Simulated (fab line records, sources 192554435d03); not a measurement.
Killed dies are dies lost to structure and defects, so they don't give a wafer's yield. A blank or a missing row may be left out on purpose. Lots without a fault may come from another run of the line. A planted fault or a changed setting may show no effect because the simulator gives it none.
One fault seen from 2 desks | flow n5_finfet | each desk has only its own numbers; what lay behind them comes last

THE METROLOGY DESK
What the gauges read, lot by lot, whatever tool the lot ran on: means of the sampled wafers that have a number. A lot is out of limits, marked OUT, if its mean lies more than 4 standard deviations from the usual mean; the brackets give that distance. Of its 13 readings 7 are shown: the one that was out of limits first, and those that lie furthest out on some lot.
Columns: A = M3_ILD_THK at N5_BEOL_M3_THK_MEAS_01, usual 78.7 nm; B = CHAIN_V2 at N5_BEOL_M4_RC_MEAS_101, usual 227 ohm/link; C = CHAIN_V2_max_site at N5_BEOL_M4_RC_MEAS_101, usual 235 ohm/link; D = DIBL_P at N5_BEOL_M4_RC_MEAS_101, usual 36.9 mV/V; E = ION_N at N5_BEOL_M4_RC_MEAS_101, usual 671 uA/um; F = SS_N at N5_BEOL_M4_RC_MEAS_101, usual 71.6 mV/dec; G = SS_P at N5_BEOL_M4_RC_MEAS_101, usual 73.5 mV/dec
lot  | first seen here | A               | B   | C   | D    | E   | F    | G
L242 | day 8 02:04     | 78.6            | 226 | 233 | 36.4 | 671 | 71.7 | 73.1
L257 | day 11 10:56    | 89.8 (+10) OUT  | 221 | 224 | 35.6 | 680 | 71.6 | 73.1
L259 | day 11 23:28    | 89.4 (+9.7) OUT | 210 | 215 | 38.5 | 682 | 72.3 | 73.5
L264 | day 13 05:46    | 77.9            | 254 | 263 | 38.7 | 672 | 72.2 | 74.0
This desk's finding: out of limits on L257, L259; first on L257, day 11 10:56 (M3_ILD_THK at N5_BEOL_M3_THK_MEAS_01). In limits: L242, L264.

THE TOOL OWNER'S DESK: pecvd-02
The tool's own readings at N5_BEOL_M3_ILD_DEP_00 (deposits SiOC from DEMS/O2, target thk 79 nm, time 15.3 s): means of the sampled wafers that have a number, for each lot that ran on this tool. A lot is out of limits, marked OUT, if its mean lies more than 4 standard deviations from the usual mean; the brackets give that distance.
Columns: A = heater_power_w at N5_BEOL_M3_ILD_DEP_00, usual 475 W; B = showerhead_plenum_p_Torr at N5_BEOL_M3_ILD_DEP_00, usual 5.700 Torr; C = throttle_valve_pct at N5_BEOL_M3_ILD_DEP_00, usual 12.1 %
lot  | first seen here | A   | B     | C
L242 | day 8 02:01     | 505 | 5.705 | 11.7
L257 | day 11 10:52    | 556 | 5.704 | 11.8
L259 | day 11 23:23    | 558 | 5.712 | 11.9
This desk's finding: nothing out of limits on any of the 3 lots.

PUT TOGETHER
The metrology desk could have raised an alarm at day 11 10:56, on L257, L259.
The tool owner's desk saw nothing out of limits.
The tool owner's desk has L257, L259 on record, within its limits.
Of the lots named, all ran N5_BEOL_M3_ILD_DEP_00 on pecvd-02.

WHAT THE SIMULATOR HAD PUT IN
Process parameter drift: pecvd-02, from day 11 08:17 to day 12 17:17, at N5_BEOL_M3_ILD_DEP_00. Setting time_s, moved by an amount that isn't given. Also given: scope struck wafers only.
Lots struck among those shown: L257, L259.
Hours from the fault's start to each desk's first reading out of limits: the metrology desk, 3.
